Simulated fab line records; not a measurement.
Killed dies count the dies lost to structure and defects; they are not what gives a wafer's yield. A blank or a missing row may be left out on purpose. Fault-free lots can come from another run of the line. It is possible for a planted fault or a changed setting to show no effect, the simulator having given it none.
Split-lot study | flow n5 finfet | 21 wafers read from 7 lots, route of 1938 steps

## ON THE SPLIT
At N5_DUMMY_GATE_CVD_03 (deposits a-Si from SiH4, target thk 150 nm, time 8042 s), the setting temp c was moved away from the recipe's 530 C on 18 of the 21 wafers read, by -3.6% to +4.3%. The other wafers ran this setting at the recipe's value.

The reading is taken at the split's own step.

## THE READING
a-Si_of_DUMMY_GATE_CVD_03.thk nm (the simulator's own value, which no gauge read), in nm, at N5_DUMMY_GATE_CVD_03 (deposits a-Si from SiH4, target thk 150 nm, time 8042 s). The file gives no usual value for it. Across the 3 wafers here that went through the recipe, the average is 149.3 nm and the standard deviation 0.62 nm.

wafer  | tool, chamber at the split | temp c as run, C | against the recipe | a-Si_of_DUMMY_GATE_CVD_03.thk nm, nm | against lot-mates on the recipe
L078.1 | lpcvd-02, 0/90             | 530              | recipe             | 149.6                                | -
L078.2 | lpcvd-02, 0/95             | 530              | recipe             | 148.4                                | -
L078.5 | lpcvd-02, 0/109            | 530              | recipe             | 149.8                                | -
L080.2 | -, -                       | 539              | +1.7%              | 192                                  | no lot-mate on the recipe
L080.3 | -, -                       | 539              | +1.7%              | 192.4                                | no lot-mate on the recipe
L080.4 | -, -                       | 539              | +1.7%              | 191.6                                | no lot-mate on the recipe
L081.1 | -, -                       | 519.4            | -2.0%              | 108                                  | no lot-mate on the recipe
L081.2 | -, -                       | 519.4            | -2.0%              | 108.6                                | no lot-mate on the recipe
L081.4 | -, -                       | 519.4            | -2.0%              | 107.8                                | no lot-mate on the recipe
L082.1 | -, -                       | 510.9            | -3.6%              | 86                                   | no lot-mate on the recipe
L082.2 | -, -                       | 510.9            | -3.6%              | 85.4                                 | no lot-mate on the recipe
L082.5 | -, -                       | 510.9            | -3.6%              | 86.2                                 | no lot-mate on the recipe
L087.2 | -, -                       | 551.9            | +4.1%              | 271.8                                | no lot-mate on the recipe
L087.4 | -, -                       | 551.9            | +4.1%              | 271.4                                | no lot-mate on the recipe
L087.5 | -, -                       | 551.9            | +4.1%              | 271                                  | no lot-mate on the recipe
L089.2 | -, -                       | 543              | +2.5%              | 214.8                                | no lot-mate on the recipe
L089.3 | -, -                       | 543              | +2.5%              | 214.6                                | no lot-mate on the recipe
L089.5 | -, -                       | 543              | +2.5%              | 215                                  | no lot-mate on the recipe
L094.1 | -, -                       | 552.8            | +4.3%              | 278.4                                | no lot-mate on the recipe
L094.2 | -, -                       | 552.8            | +4.3%              | 279.4                                | no lot-mate on the recipe
L094.6 | -, -                       | 552.8            | +4.3%              | 278.8                                | no lot-mate on the recipe

THE FIT
A straight line over all 21 wafers: a-Si_of_DUMMY_GATE_CVD_03.thk nm changes by +24.8 nm for each +1% of temp c; r = +0.99; the points scatter about the line by 11 nm.
Too few moved wafers have a lot-mate on the recipe to fit a line with each lot's own level taken away.

## FILE'S OWN FIT
a-Si_of_DUMMY_GATE_CVD_03.thk nm changes by +24.8 nm for each +1% of temp c, r = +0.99.
